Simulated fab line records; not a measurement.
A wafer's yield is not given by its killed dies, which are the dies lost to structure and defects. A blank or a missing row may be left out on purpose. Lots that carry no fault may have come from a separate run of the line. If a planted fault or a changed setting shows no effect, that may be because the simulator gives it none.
Matching of chambers :: flow nand harc :: NHARC_A_WL_FILL_ALD_02 on ald metal-01: 3 sister chambers
The step deposits TiN, target thk 2 nm, pulse time 3 s, ald cycles 100. 3 wafers are shown with their chamber, then 7 later ones without.

## EACH WAFER AND ITS CHAMBER
wafer: L085.2
chamber: 0
heater power w (W): 1092

wafer: L089.1
chamber: 3
heater power w (W): 941

wafer: L089.3
chamber: 2
heater power w (W): 1149

## WAFERS WITHOUT THEIR CHAMBER
wafer: L089.4
heater power w (W): 962

wafer: L090.3
heater power w (W): 921

wafer: L090.5
heater power w (W): 1113

wafer: L090.6
heater power w (W): 951

wafer: L096.1
heater power w (W): 963

wafer: L096.2
heater power w (W): 1214

wafer: L096.4
heater power w (W): 1008

## THE CHAMBER EACH PASSED THROUGH
wafer: L089.4
from the rows above: 3
in truth: 3

wafer: L090.3
from the rows above: 3
in truth: 3

wafer: L090.5
from the rows above: can't be placed: 0 or 2
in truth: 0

wafer: L090.6
from the rows above: 3
in truth: 3

wafer: L096.1
from the rows above: 3
in truth: 3

wafer: L096.2
from the rows above: can't be placed: 2 or 0
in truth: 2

wafer: L096.4
from the rows above: can't be placed: 3 or 0 or 2
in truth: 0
Placed correctly: 4 of 7. Can't be placed from these rows: 3 (the true chamber is among the candidates in 3). Number placed wrongly: 0.
How it was worked out, from the rows above alone: a wafer's distance from a chamber is the root of the sum, over the readings, of the square of ((its reading less the chamber's mean) divided by the reading's scatter). If the next closest chamber is less than 2 further off than the closest, the wafer can't be placed; otherwise it belongs to the closest. For every chamber, the mean is computed from those of its wafers that are shown. The scatter: root of mean squared gap, hidden wafer to nearest shown wafer, with one shown wafer a chamber.
